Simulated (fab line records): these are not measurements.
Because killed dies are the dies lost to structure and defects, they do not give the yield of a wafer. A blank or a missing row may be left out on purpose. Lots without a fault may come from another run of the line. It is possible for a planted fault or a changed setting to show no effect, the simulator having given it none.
Matching of chambers || flow n5Finfet || 4 sister chambers for N5_BEOL_M9_CMP_52 on cmp-01
The step polishes, stops on SiCOH lowk, t overpolish 7 s, target thk 140 nm. 4 wafers are shown with their chamber, then 11 later ones without.

WAFERS, EACH WITH ITS CHAMBER
{"wafer": "L087.5", "chamber": 2, "motorCurrentA (A)": 5.9}
{"wafer": "L091.4", "chamber": 1, "motorCurrentA (A)": 6.0}
{"wafer": "L091.5", "chamber": 0, "motorCurrentA (A)": 5.9}
{"wafer": "L097.2", "chamber": 3, "motorCurrentA (A)": 6.9}

WAFERS WITHOUT THEIR CHAMBER
{"wafer": "L097.3", "motorCurrentA (A)": 5.9}
{"wafer": "L097.5", "motorCurrentA (A)": 6.7}
{"wafer": "L094.1", "motorCurrentA (A)": 6.1}
{"wafer": "L094.2", "motorCurrentA (A)": 6.2}
{"wafer": "L094.4", "motorCurrentA (A)": 6.5}
{"wafer": "L095.2", "motorCurrentA (A)": 6.0}
{"wafer": "L095.3", "motorCurrentA (A)": 6.7}
{"wafer": "L095.6", "motorCurrentA (A)": 6.0}
{"wafer": "L096.3", "motorCurrentA (A)": 7.2}
{"wafer": "L096.4", "motorCurrentA (A)": 6.0}
{"wafer": "L096.5", "motorCurrentA (A)": 6.4}

WHICH CHAMBER EACH WENT THROUGH
{"wafer": "L097.3", "from the rows above": "can't be placed: 0 or 2 or 1", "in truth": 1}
{"wafer": "L097.5", "from the rows above": 3, "in truth": 3}
{"wafer": "L094.1", "from the rows above": "can't be placed: 1 or 0 or 2", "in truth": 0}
{"wafer": "L094.2", "from the rows above": "can't be placed: 1 or 0 or 2", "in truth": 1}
{"wafer": "L094.4", "from the rows above": "can't be placed: 3 or 1 or 0 or 2", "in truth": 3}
{"wafer": "L095.2", "from the rows above": "can't be placed: 1 or 0 or 2", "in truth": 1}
{"wafer": "L095.3", "from the rows above": 3, "in truth": 3}
{"wafer": "L095.6", "from the rows above": "can't be placed: 1 or 0 or 2", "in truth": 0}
{"wafer": "L096.3", "from the rows above": 3, "in truth": 3}
{"wafer": "L096.4", "from the rows above": "can't be placed: 1 or 0 or 2", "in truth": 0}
{"wafer": "L096.5", "from the rows above": "can't be placed: 1 or 0 or 2 or 3", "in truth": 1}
3 of 11 placed correctly. Not placeable from these rows: 8 (in 8, the candidates include the true chamber). Number placed wrongly: 0.
How it was worked out, from the rows above alone: a wafer's distance from a chamber is the root of the sum, over the readings, of the square of ((its reading less the chamber's mean) divided by the reading's scatter). The wafer belongs to the nearest chamber; if the next one is less than 2 further off, it can't be placed. Each chamber's mean is taken over the wafers shown for it. The scatter (one wafer shown for each chamber): square how far every hidden wafer sits from the nearest shown wafer, average those squares and take the square root.
